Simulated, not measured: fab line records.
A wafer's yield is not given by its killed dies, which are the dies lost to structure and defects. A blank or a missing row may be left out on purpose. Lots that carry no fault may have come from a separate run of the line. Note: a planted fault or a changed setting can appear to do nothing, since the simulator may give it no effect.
A lot that was struck, set against a sound lot / flow nand_harc / 12 steps out of a route of 1302
Sound: these wafers, L575.1, L575.3, L575.4. Struck: wafers L586.3, L586.5 (left out: L586.2, a lot-mate that was not struck); the cause follows at the end.
For every step that has rows: the tool of each side, followed by ch and its chambers, followed by its first start. Under that, the readings that differ: sound wafers / struck wafers / difference of the means / sigmas: that difference in standard deviations of wafers without a fault.
alike: a reading whose means differ by less than 2 such deviations, as well as words and numbers matching on both sides. not compared: withheld readings; readings where some wafer has no value; bounds like >300 that might hide an equal value; numbers whose values overlap and for which the record gives no deviation.
Wherever a step has rows on one side only, a row that says differs or no value, or a row with sigmas, the two part there. Non-overlapping numbers with no deviation appear without sigmas and do not part them. Lack of a reading on every wafer of one side parts them only where that side has two or more wafers.

NHARC_A_SLIT_CD_MEAS_21:
  sound on cd_sem-01 at day 20 12:19; struck on cd_sem-03 at day 25 05:51
reading=cd_nm (nm); sound=291.0 290.2 291.0; struck=289.5 288.0; difference=-2.0; sigmas=-2
then, 3 steps without rows for these wafers: NHARC_A_SIN_REMOVE_WET_00 (chemistry H3PO4, time 15300 s); NHARC_A_SIN_REMOVE_PRECLEAN_01 (cleans in SC1); NHARC_A_SIN_REMOVE_SRD_02.
NHARC_A_SIN_REMOVE_INSPECT_04:
  sound on defect_inspect-01 at day 20 17:22; struck on defect_inspect-02 at day 25 12:28
reading=raw_defect_count; sound=551 550 512; struck=368 380; difference=-164; sigmas=-2
NHARC_A_WL_FILL_ALD_00: deposits Al2O3, target thk 3 nm, pulse time 3 s, ald cycles 30.
  sound on ald_hk-04 ch 0,2,3, day 20 17:26; struck on ald_hk-01 ch 1,3, day 25 12:34
  alike: heater_power_w, precursor_pulse_height_rel
NHARC_A_WL_FILL_RTA_01: time 5 s.
  sound on rtp_anneal-01 ch 0, day 20 17:42; struck on rtp_anneal-01 ch 0, day 25 12:50
  alike: lamp_power_pct, lamp_zone_1_pct, lamp_zone_4_pct, wafer_temp_C_max
then, 1 step without rows for these wafers: NHARC_A_WL_FILL_ALD_02 (deposits TiN, target thk 2 nm, pulse time 3 s, ald cycles 100).
NHARC_A_WL_FILL_CVD_03: deposits W, target thk 40 nm, time 279 s.
  sound on cvd_w-01 ch 0,1, day 20 18:25; struck on cvd_w-01 ch 0, day 25 13:30
  alike: heater_power_w, throttle_valve_pct
NHARC_A_WL_FILL_ETCHBACK_04: etches the open film in NF3, target depth 60 nm, time 120 s.
  sound on rie_metal-01 ch 0,1, day 20 18:44; struck on rie_metal-03 ch 0, day 25 13:52
  alike: drypump_motor_current_A, oes_product_au, run_length_s
  not compared: rf_hours_counter_h
NHARC_A_WL_FILL_ETCHBACK_05: etches the open film in Cl2/BCl3, target depth 22 nm, time 60 s.
  sound on rie_metal-01 ch 0,1, day 20 18:58; struck on rie_metal-03 ch 0, day 25 14:05
reading=run_length_s (s); sound=81.1 81.0 81.9; struck=93.5 93.4; difference=+12.1; sigmas=+28
  alike: drypump_motor_current_A, oes_product_au
  not compared: rf_hours_counter_h
NHARC_A_WL_FILL_STRIP_27: strips in N2/H2, time 20 s.
  sound on plasma_asher-02 ch 0,1, day 20 19:07; struck on plasma_asher-02 ch 0, day 25 14:13
  alike: drypump_motor_current_A, heater_power_w
  not compared: rf_hours_counter_h

== WHERE THEY PART ==
Earliest at NHARC_A_SLIT_CD_MEAS_21; latest, in this record, at NHARC_A_WL_FILL_ETCHBACK_05. Later steps at which nothing parts them and some readings are alike: NHARC_A_WL_FILL_STRIP_27.

WHY: what the simulator had put in
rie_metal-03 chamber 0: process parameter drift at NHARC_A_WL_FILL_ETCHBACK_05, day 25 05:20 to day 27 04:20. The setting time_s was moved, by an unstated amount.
